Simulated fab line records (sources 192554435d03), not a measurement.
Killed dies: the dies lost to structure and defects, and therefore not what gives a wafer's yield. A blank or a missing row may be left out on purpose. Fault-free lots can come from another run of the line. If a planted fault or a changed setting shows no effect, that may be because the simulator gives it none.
Chamber matching -- flow n5-finfet -- N5_GATE_CUT_CMP_02 on cmp-01: 4 sister chambers
The step polishes, stops on SiO2, t overpolish 12.7 s, target thk 0 nm. 4 wafers are shown with their chamber, then 7 later ones without.

EACH WAFER AND ITS CHAMBER
wafer,chamber,time-to-endpoint-s (s)
L619.1,0,24.4
L619.4,2,29.0
L624.1,3,20.2
L624.2,1,21.8

WAFERS MISSING THEIR CHAMBER
wafer,time-to-endpoint-s (s)
L624.6,22.0
L625.2,28.4
L625.4,22.9
L625.6,28.6
L629.2,24.9
L629.3,27.0
L629.5,24.2

CHAMBER TAKEN BY EACH
wafer,from the rows above,in truth
L624.6,can't be placed: 1 or 3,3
L625.2,2,2
L625.4,can't be placed: 1 or 0 or 3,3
L625.6,2,2
L629.2,0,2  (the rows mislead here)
L629.3,can't be placed: 2 or 0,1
L629.5,0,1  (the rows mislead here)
Correctly placed: 2 of 7. Not placeable from these rows: 3 (in 2, the candidates include the true chamber). Number placed wrongly: 2.
How it was worked out, from the rows above alone: a wafer's distance from a chamber is the root of the sum, over the readings, of the square of ((its reading less the chamber's mean) divided by the reading's scatter). The wafer belongs to the nearest chamber; if the next one is less than 2 further off, it can't be placed. For every chamber, the mean is computed from those of its wafers that are shown. The scatter: root of mean squared gap, hidden wafer to nearest shown wafer, with one shown wafer a chamber.
